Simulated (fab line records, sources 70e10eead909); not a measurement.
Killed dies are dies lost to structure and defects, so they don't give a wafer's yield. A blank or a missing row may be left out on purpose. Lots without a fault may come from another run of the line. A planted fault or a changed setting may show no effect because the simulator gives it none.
Chamber matching | flow nand_harc | NHARC_P_M1_DESCUM_14 on rie_diel-06: 4 sister chambers
The step chemistry O2, time 3 s. 16 wafers are shown with their chamber, then 8 later ones without.

WAFERS WITH THEIR CHAMBER
wafer  | chamber | throttle_valve_pct (%) | rf_vpp_V (V) | oes_product_au (a.u.)
L667.1 | 2       | 11.309                 | 58.6         | 0.985
L667.5 | 1       | 11.313                 | 59.3         | 0.992
L667.6 | 2       | 11.302                 | 56.8         | 0.991
L668.2 | 0       | 11.309                 | 57.8         | 1.002
L668.5 | 3       | 11.308                 | 57.1         | 0.992
L668.6 | 0       | 11.302                 | 58.1         | 0.989
L669.1 | 1       | 11.321                 | 57.3         | 1.010
L669.2 | 3       | 11.308                 | 57.6         | 0.995
L669.3 | 0       | 11.307                 | 58.1         | 0.998
L673.1 | 3       | 11.310                 | 56.6         | 0.987
L673.3 | 2       | 11.288                 | 58.2         | 0.992
L673.6 | 2       | 11.312                 | 56.6         | 0.995
L680.2 | 2       | 11.320                 | 58.0         | 0.992
L680.5 | 2       | 11.317                 | 58.5         | 1.001
L680.6 | 3       | 11.313                 | 56.8         | 1.003
L681.1 | 2       | 11.311                 | 56.6         | 0.982

SIGNATURES (means of the wafers above)
reading            | chamber 0 | chamber 1 | chamber 2 | chamber 3 | scatter within a chamber
throttle_valve_pct | 11.30600  | 11.31700  | 11.30843  | 11.30975  | 0.00796
rf_vpp_V           | 58.000    | 58.300    | 57.614    | 57.025    | 0.796
oes_product_au     | 0.99633   | 1.00100   | 0.99114   | 0.99425   | 0.00719
Rule: a wafer's distance from a chamber is the root of the sum, over the readings, of the square of ((its reading less the chamber's mean) divided by the reading's scatter). The wafer belongs to the nearest chamber; if the next one is less than 2 further off, it can't be placed. The scatter: the root of (the sum of the squares of (reading less its chamber's mean) over the shown wafers, divided by (wafers less chambers)).

WAFERS WITHOUT THEIR CHAMBER
wafer  | throttle_valve_pct (%) | rf_vpp_V (V) | oes_product_au (a.u.)
L681.3 | 11.310                 | 58.4         | 0.996
L681.5 | 11.302                 | 58.3         | 1.009
L683.3 | 11.321                 | 58.0         | 1.005
L683.5 | 11.302                 | 58.4         | 0.999
L683.6 | 11.338                 | 57.5         | 1.029
L685.2 | 11.301                 | 57.7         | 1.005
L685.5 | 11.323                 | 57.0         | 1.022
L685.6 | 11.313                 | 59.2         | 0.993

WHICH CHAMBER EACH WENT THROUGH
wafer  | from the rows above               | in truth
L681.3 | can't be placed: 0 or 1 or 2 or 3 | 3
L681.5 | can't be placed: 0 or 1 or 2 or 3 | 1
L683.3 | can't be placed: 1 or 0 or 3 or 2 | 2
L683.5 | can't be placed: 0 or 2 or 1 or 3 | 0
L683.6 | can't be placed: 1 or 3 or 0 or 2 | 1
L685.2 | can't be placed: 0 or 3 or 2 or 1 | 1
L685.5 | can't be placed: 1 or 3 or 0 or 2 | 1
L685.6 | can't be placed: 1 or 0 or 2 or 3 | 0
Placed correctly: 0 of 8. Can't be placed from these rows: 8 (the true chamber is among the candidates in 8). Placed wrongly: 0.
